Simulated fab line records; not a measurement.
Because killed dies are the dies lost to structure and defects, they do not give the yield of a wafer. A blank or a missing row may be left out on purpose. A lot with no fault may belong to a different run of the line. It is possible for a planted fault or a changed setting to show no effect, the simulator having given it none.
Chamber matching / flow nandHarc / NHARC_P_STI_CMP_21 on cmp-02: 4 sister chambers
The step polishes, t overpolish 20 s, target thk 380.67 nm. 4 wafers are shown with their chamber, then 7 later ones without.

== WAFERS PAIRED WITH THEIR CHAMBERS ==
wafer=L833.2; chamber=2; motorCurrentA (A)=12.6
wafer=L833.3; chamber=0; motorCurrentA (A)=10.9
wafer=L837.1; chamber=1; motorCurrentA (A)=10.1
wafer=L837.3; chamber=3; motorCurrentA (A)=11.7

== WAFERS WITH NO CHAMBER GIVEN ==
wafer=L837.6; motorCurrentA (A)=12.9
wafer=L838.4; motorCurrentA (A)=10.9
wafer=L838.5; motorCurrentA (A)=10.3
wafer=L838.6; motorCurrentA (A)=11.3
wafer=L843.4; motorCurrentA (A)=11.3
wafer=L843.5; motorCurrentA (A)=12.8
wafer=L843.6; motorCurrentA (A)=12.0

== CHAMBER TAKEN BY EACH ==
wafer=L837.6; from the rows above=2; in truth=2
wafer=L838.4; from the rows above=0; in truth=0
wafer=L838.5; from the rows above=can't be placed: 1 or 0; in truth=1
wafer=L838.6; from the rows above=can't be placed: 3 or 0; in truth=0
wafer=L843.4; from the rows above=can't be placed: 3 or 0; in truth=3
wafer=L843.5; from the rows above=2; in truth=2
wafer=L843.6; from the rows above=can't be placed: 3 or 2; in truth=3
3 of 7 placed correctly. From these rows, 4 cannot be placed; in 4 the true chamber is one of the candidates. Number placed wrongly: 0.
How it was worked out, from the rows above alone: a wafer's distance from a chamber is the root of the sum, over the readings, of the square of ((its reading less the chamber's mean) divided by the reading's scatter). The wafer belongs to the nearest chamber; if the next one is less than 2 further off, it can't be placed. A chamber's mean is the mean of its shown wafers. The scatter (one wafer shown for each chamber): square how far every hidden wafer sits from the nearest shown wafer, average those squares and take the square root.
